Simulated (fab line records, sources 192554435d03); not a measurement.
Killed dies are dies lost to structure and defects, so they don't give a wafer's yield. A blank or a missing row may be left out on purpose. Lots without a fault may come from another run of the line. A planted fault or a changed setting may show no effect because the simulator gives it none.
Which tool did it? | flow n5_finfet | 10 lots, 30 wafers sampled, at 1 step of a route of 1938

WHAT THE GAUGES READ, wafer by wafer
N5_BEOL_M4_RC_MEAS_101.
lot  | measured     | on        | DIBL_N (mV/V)  | DIBL_P (mV/V)  | IOFF_N (nA/um)    | IOFF_P (nA/um) | ION_N (uA/um) | ION_P (uA/um) | SS_N (mV/dec)  | SS_P (mV/dec)  | VT_N (mV)   | VT_P (mV)
L112 | day 8 12:00  | prober-01 | 34.8 35.9 33.8 | 36.8 38.6 35.6 | 0.153 0.169 0.124 | 0.19 0.20 0.17 | 687 676 654   | 462 455 454   | 71.7 72.1 71.4 | 73.5 73.4 72.9 | 252 252 260 | -255 -253 -256
L116 | day 9 04:26  | prober-02 | 36.4 35.6 36.7 | 36.1 37.0 38.0 | 0.144 0.144 0.158 | 0.17 0.18 0.20 | 659 665 668   | 444 452 459   | 72.3 71.3 71.3 | 72.7 72.4 73.1 | 252 250 251 | -258 -254 -252
L115 | day 9 07:43  | prober-02 | 35.4 34.4 36.6 | 33.4 31.4 34.7 | 0.133 0.114 0.152 | 0.18 0.15 0.19 | 668 664 677   | 459 456 459   | 70.8 71.0 71.3 | 72.8 72.5 73.8 | 251 254 250 | -251 -254 -251
L122 | day 10 17:42 | prober-02 | 37.6 37.4 33.8 | 37.5 37.5 32.5 | 0.173 0.169 0.115 | 0.20 0.19 0.14 | 676 675 655   | 456 458 450   | 71.4 71.1 70.4 | 73.9 73.7 72.9 | 248 248 251 | -255 -254 -256
L125 | day 11 17:20 | prober-01 | 37.1 37.1 37.4 | 35.7 36.3 37.6 | 0.152 0.158 0.155 | 0.18 0.19 0.20 | 673 670 677   | 462 464 460   | 71.7 72.0 72.0 | 73.0 73.3 73.9 | 252 250 251 | -253 -253 -250
L126 | day 11 17:46 | prober-02 | 36.0 37.8 35.8 | 33.6 36.3 34.2 | 0.126 0.148 0.125 | 0.16 0.20 0.17 | 662 673 663   | 457 454 459   | 71.7 71.1 71.1 | 72.8 73.7 73.1 | 252 251 254 | -255 -251 -252
L127 | day 12 09:48 | prober-02 | 37.3 36.2 36.7 | 38.0 35.3 35.5 | 0.163 0.141 0.150 | 0.23 0.18 0.19 | 665 656 661   | 458 450 458   | 72.7 71.8 72.4 | 73.9 73.1 73.3 | 250 253 253 | -251 -257 -254
L128 | day 12 13:02 | prober-02 | 35.2 36.1 35.1 | 34.7 35.8 34.6 | 0.118 0.131 0.127 | 0.16 0.18 0.16 | 661 667 680   | 454 457 464   | 71.2 71.2 70.7 | 73.4 73.6 73.3 | 254 255 251 | -257 -252 -255
L130 | day 12 19:22 | prober-01 | 35.7 33.7 36.3 | 34.9 32.6 35.9 | 0.132 0.110 0.150 | 0.20 0.17 0.21 | 672 651 664   | 465 454 453   | 72.0 70.9 71.7 | 73.4 72.2 73.2 | 254 254 252 | -250 -249 -248
L131 | day 13 00:59 | prober-02 | 36.6 35.3 35.5 | 35.6 35.2 34.1 | 0.183 0.175 0.161 | 0.23 0.23 0.20 | 677 686 670   | 466 469 457   | 72.1 71.3 72.1 | 73.3 73.8 73.5 | 245 245 248 | -249 -248 -251

WHICH TOOL RAN EACH LOT (tool, then ch and the chambers of the sampled wafers, then the start)
The record holds no process step before these readings.

WHAT THE TOOLS THEMSELVES READ (means of the sampled wafers that have a number; where no wafer has one, the mark that the record gives instead)
The record holds no such reading with a usual standard deviation.

THE ANSWER, worked out from the rows above alone
Rule: what is usual is taken from the lots themselves. Put in order of their means at a reading, lots are off if they are a third of the lots or fewer, leave a main group of 4 or more, and stand apart from it by a gap of 3 or more times the standard deviation of the main group's means; of several such gaps the widest counts. A main group whose means are all the same, to the digits that the tables above print for the reading, isn't used. A lot without any number at a reading at which 4 lots or more have one is off too. The other lots that the step has rows for count as sound. The gauges are gone through in route order, then the tools' own readings, and for those a lot's mean is taken as printed above. The first step at which some lot is off is used, and at that step the reading that is off furthest; a lot without a number counts as furthest.
No lot is off at any reading shown: from this, nothing can be told.

WHAT THE SIMULATOR HAD PUT IN
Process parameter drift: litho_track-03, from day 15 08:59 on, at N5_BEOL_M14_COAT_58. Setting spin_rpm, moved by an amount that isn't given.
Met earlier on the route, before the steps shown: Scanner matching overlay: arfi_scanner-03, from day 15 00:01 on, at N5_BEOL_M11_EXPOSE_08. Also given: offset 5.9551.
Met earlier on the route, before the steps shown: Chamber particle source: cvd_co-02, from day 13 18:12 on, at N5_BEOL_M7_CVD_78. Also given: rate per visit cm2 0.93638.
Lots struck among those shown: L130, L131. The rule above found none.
